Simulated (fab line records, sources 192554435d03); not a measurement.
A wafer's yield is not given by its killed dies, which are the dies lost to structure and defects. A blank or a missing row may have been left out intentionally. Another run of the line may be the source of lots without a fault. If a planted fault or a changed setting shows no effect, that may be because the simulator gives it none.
What tool caused it?	flow n5-finfet	12 lots with 36 wafers sampled at 3 steps, on a route of 1938 steps

WHAT THE GAUGES READ, wafer by wafer
N5_MOL_CONTACT_COAG_CD_MEAS_08: target cd 28 nm.
lot	measured	on	cd-nm (nm)
L075	day 4 23:49	cd-sem-02	28.08 27.79 28.00
L077	day 5 10:58	cd-sem-03	28.35 27.80 28.13
L079	day 5 21:28	cd-sem-02	27.96 28.15 28.25
L081	day 6 11:44	cd-sem-02	28.19 28.14 28.08
L083	day 6 21:47	cd-sem-03	28.21 28.03 27.79
L085	day 7 09:29	cd-sem-01	27.54 28.01 27.63
L087	day 8 01:42	cd-sem-02	28.20 28.18 27.84
L089	day 8 10:30	cd-sem-02	28.10 28.20 28.17
L091	day 8 22:05	cd-sem-03	27.82 27.54 27.84
L093	day 9 16:33	cd-sem-03	28.00 28.11 28.13
L095	day 10 05:22	cd-sem-03	28.05 27.80 27.90
L097	day 10 13:25	cd-sem-01	27.87 27.75 27.80

WHAT TOOL EACH LOT RAN ON (gives the tool, then ch and the chambers of the sampled wafers, and finally the start)
lot	N5_GATE_CUT_DESCUM_18	N5_GATE_CUT_VAPOR_ETCH_51
L075	rie-diel-06 ch 1,3, day 4 20:10	rie-metal-02 ch 0,1, day 4 20:47
L077	rie-diel-02 ch 1,2,3, day 5 07:14	rie-metal-01 ch 0,1, day 5 07:52
L079	rie-diel-04 ch 0,1,3, day 5 17:08	rie-metal-02 ch 1, day 5 18:02
L081	rie-diel-04 ch 0,1,3, day 6 08:04	rie-metal-01 ch 0,1, day 6 08:42
L083	rie-diel-04 ch 0,1, day 6 18:01	rie-metal-02 ch 0,1, day 6 18:38
L085	rie-diel-02 ch 0,1,3, day 7 05:49	rie-metal-02 ch 1, day 7 06:26
L087	rie-diel-02 ch 0,1, day 7 21:46	rie-metal-01 ch 1, day 7 22:40
L089	rie-diel-04 ch 0,1, day 8 06:37	rie-metal-02 ch 0,1, day 8 07:20
L091	rie-diel-06 ch 1,2,3, day 8 17:58	rie-metal-01 ch 0,1, day 8 18:37
L093	rie-diel-04 ch 0,1,3, day 9 12:53	rie-metal-01 ch 0,1, day 9 13:32
L095	rie-diel-04 ch 1,2, day 10 01:26	rie-metal-02 ch 0,1, day 10 02:04
L097	rie-diel-04 ch 0,1,3, day 10 08:53	rie-metal-03 ch 0,1, day 10 09:31
- N5_GATE_CUT_DESCUM_18: chemistry O2, time 7 s.
- N5_GATE_CUT_VAPOR_ETCH_51: etches HfO2 in BCl3/Cl2.

THE ANSWER, worked out from the rows above alone
Rule: the usual values come from the lots themselves. The widest of any qualifying gaps counts: lots, ordered by their means at a reading, are off when they make up no more than a third of the lots, leave a main group of 4 or more, and stand apart from it by 3 or more times the standard deviation of that group's means. A main group is skipped when, at the precision printed for the reading in the tables above, its means are all equal. Also off: a lot with no number at a reading for which 4 or more lots have one. The other lots that the step has rows for count as sound.
None of the lots is off at any reading shown; this tells nothing.

WHAT THE SIMULATOR PUT IN
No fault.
